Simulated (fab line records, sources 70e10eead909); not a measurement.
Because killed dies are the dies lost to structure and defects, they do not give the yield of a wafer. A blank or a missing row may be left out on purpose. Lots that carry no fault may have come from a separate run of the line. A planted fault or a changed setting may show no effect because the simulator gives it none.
Chamber matching | flow nand_harc | NHARC_A_STAIRCASE_DESCUM_168 on rie_diel-02 has 4 sister chambers
The step chemistry O2, time 3 s. 4 wafers are shown with their chamber, then 7 later ones without.

WAFERS, EACH WITH ITS CHAMBER
wafer  | chamber | showerhead_plenum_p_Torr (Torr)
L081.4 | 2       | 2.01
L089.6 | 1       | 1.91
L085.3 | 3       | 1.95
L085.4 | 0       | 1.79

WAFERS WITH NO CHAMBER GIVEN
wafer  | showerhead_plenum_p_Torr (Torr)
L085.5 | 1.91
L092.2 | 2.00
L092.3 | 1.78
L092.6 | 2.00
L093.1 | 1.95
L093.3 | 1.78
L093.5 | 2.00

WHICH CHAMBER EACH WENT THROUGH
wafer  | from the rows above | in truth
L085.5 | 1                   | 1
L092.2 | 2                   | 2
L092.3 | 0                   | 0
L092.6 | 2                   | 2
L093.1 | 3                   | 3
L093.3 | 0                   | 0
L093.5 | 2                   | 2
Correct placement for 7 of the 7. Not placeable from these rows: 0. Number placed wrongly: 0.
How it was worked out, from the rows above alone: a wafer's distance from a chamber is the root of the sum, over the readings, of the square of ((its reading less the chamber's mean) divided by the reading's scatter). If the next closest chamber is less than 2 further off than the closest, the wafer can't be placed; otherwise it belongs to the closest. For every chamber, the mean is computed from those of its wafers that are shown. The scatter: root of mean squared gap, hidden wafer to nearest shown wafer, with one shown wafer a chamber.
